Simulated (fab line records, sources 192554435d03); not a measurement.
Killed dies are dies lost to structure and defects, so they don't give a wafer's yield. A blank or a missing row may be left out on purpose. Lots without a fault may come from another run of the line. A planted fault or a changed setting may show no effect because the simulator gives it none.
Which tool did it? | flow n5_finfet | 8 lots, 24 wafers sampled, at 1 step of a route of 1938

WHAT THE GAUGES READ, wafer by wafer
N5_BEOL_M4_RC_MEAS_101. Usual: DIBL_N 35.8 mV/V, standard deviation 1.6; DIBL_P 36.0 mV/V, standard deviation 1.9; IOFF_N 0.151 nA/um, standard deviation 0.029; IOFF_P 0.21 nA/um, standard deviation 0.037; ION_N 673 uA/um, standard deviation 12; ION_P 463 uA/um, standard deviation 7.3; SS_N 71.5 mV/dec, standard deviation 0.58; SS_P 73.2 mV/dec, standard deviation 0.61; VT_N 251 mV, standard deviation 3.3; VT_P -250 mV, standard deviation 3.3.
lot  | measured     | on        | DIBL_N (mV/V)  | DIBL_P (mV/V)  | IOFF_N (nA/um)    | IOFF_P (nA/um) | ION_N (uA/um) | ION_P (uA/um) | SS_N (mV/dec)  | SS_P (mV/dec)  | VT_N (mV)   | VT_P (mV)      | flag
L449 | day 9 21:20  | prober-02 | 34.8 34.7 35.2 | 35.5 36.2 35.7 | 0.154 0.152 0.161 | 0.22 0.24 0.23 | 681 685 672   | 478 478 460   | 71.6 71.5 72.5 | 72.6 72.9 73.2 | 254 253 250 | -247 -244 -245 |
L451 | day 11 01:40 | prober-01 | 34.9 36.4 35.8 | 36.0 37.1 38.3 | 0.134 0.156 0.156 | 0.17 0.18 0.19 | 662 678 677   | 453 456 463   | 71.1 71.5 71.2 | 73.5 73.6 73.4 | 255 251 250 | -252 -258 -252 |
L458 | day 12 16:59 | prober-01 | 35.1 32.9 35.9 | 34.6 32.8 35.6 | 0.135 0.105 0.148 | 0.18 0.17 0.20 | 672 659 676   | 460 455 463   | 70.4 70.3 70.7 | 73.1 71.8 73.5 | 252 257 249 | -250 -251 -252 |
L459 | day 12 20:47 | prober-02 | 35.8 33.0 35.1 | 36.4 32.9 35.1 | 0.151 0.107 0.144 | 0.23 0.17 0.21 | 665 649 672   | 460 454 461   | 71.4 70.8 71.1 | 72.8 72.0 73.1 | 251 252 252 | -247 -252 -250 |
L460 | day 13 10:53 | prober-01 | 34.1 38.7 34.6 | 35.2 39.7 37.3 | 0.132 0.234 0.162 | 0.18 0.26 0.22 | 647 708 687   | 459 469 470   | 71.3 72.9 72.3 | 73.8 74.2 73.6 | 253 244 246 | -253 -247 -254 |
L461 | day 13 18:34 | prober-01 | 37.7 36.0 35.0 | 38.0 36.1 33.9 | 0.210 0.178 0.142 | 0.29 0.24 0.20 | 692 681 678   | 477 473 467   | 72.4 71.2 71.7 | 73.5 73.3 72.5 | 247 246 250 | -245 -248 -250 |
L462 | day 14 02:12 | prober-02 | 38.5 35.4 36.8 | 38.6 35.1 37.2 | 0.170 0.135 0.166 | 0.23 0.19 0.22 | 670 671 679   | 464 456 461   | 72.0 71.2 71.5 | 73.9 72.6 73.7 | 251 250 250 | -251 -253 -249 |
L463 | day 14 02:34 | prober-01 | 34.7 35.3 34.8 | 35.1 36.0 35.4 | 0.136 0.142 0.128 | 0.19 0.21 0.20 | 671 664 660   | 457 459 456   | 70.9 71.9 71.4 | 72.2 73.1 72.6 | 252 252 254 | -252 -251 -253 |

WHICH TOOL RAN EACH LOT (tool, then ch and the chambers of the sampled wafers, then the start)
The record holds no process step before these readings.

WHAT THE TOOLS THEMSELVES READ (means of the sampled wafers that have a number; where no wafer has one, the mark that the record gives instead)
The record holds no such reading with a usual standard deviation.

THE ANSWER, worked out from the rows above alone
Rule: a lot is off if the mean of its wafers that have a number lies more than 3 standard deviations from the usual mean. A lot without any number at a reading at which 4 lots or more have one is off too. The other lots that the step has rows for count as sound. The gauges are gone through in route order, then the tools' own readings, and for those a lot's mean is taken as printed above. The first step at which some lot is off is used, and at that step the reading that is off furthest; a lot without a number counts as furthest.
No lot is off at any reading shown: from this, nothing can be told.

WHAT THE SIMULATOR HAD PUT IN
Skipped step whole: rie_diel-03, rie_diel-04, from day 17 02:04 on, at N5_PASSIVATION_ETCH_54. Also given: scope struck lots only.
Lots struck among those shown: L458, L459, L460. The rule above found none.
